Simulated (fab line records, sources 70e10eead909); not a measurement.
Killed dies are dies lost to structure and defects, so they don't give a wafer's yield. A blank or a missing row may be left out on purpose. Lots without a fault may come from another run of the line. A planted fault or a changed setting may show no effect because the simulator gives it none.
Chamber matching | flow nand_harc | NHARC_A_ZERO_WELL_DESCUM_12 on rie_diel-08: 4 sister chambers
The step chemistry O2, time 3 s. 4 wafers are shown with their chamber, then 7 later ones without.

WAFERS WITH THEIR CHAMBER
wafer  | chamber | showerhead_plenum_p_Torr (Torr)
L972.2 | 0       | 1.98
L972.6 | 3       | 2.01
L973.1 | 2       | 1.85
L973.4 | 1       | 1.89

WAFERS WITHOUT THEIR CHAMBER
wafer  | showerhead_plenum_p_Torr (Torr)
L973.6 | 1.89
L975.2 | 2.00
L975.4 | 1.89
L975.5 | 1.98
L976.2 | 2.01
L976.4 | 1.85
L976.6 | 1.85

WHICH CHAMBER EACH WENT THROUGH
wafer  | from the rows above | in truth
L973.6 | 1                   | 1
L975.2 | 3                   | 3
L975.4 | 1                   | 1
L975.5 | 0                   | 0
L976.2 | 3                   | 3
L976.4 | 2                   | 2
L976.6 | 2                   | 2
Placed correctly: 7 of 7. Can't be placed from these rows: 0. Placed wrongly: 0.
How it was worked out, from the rows above alone: a wafer's distance from a chamber is the root of the sum, over the readings, of the square of ((its reading less the chamber's mean) divided by the reading's scatter). The wafer belongs to the nearest chamber; if the next one is less than 2 further off, it can't be placed. A chamber's mean is the mean of its shown wafers. The scatter: with one shown wafer a chamber, the root of the mean of the squares of how far each hidden wafer lies from its nearest shown one.
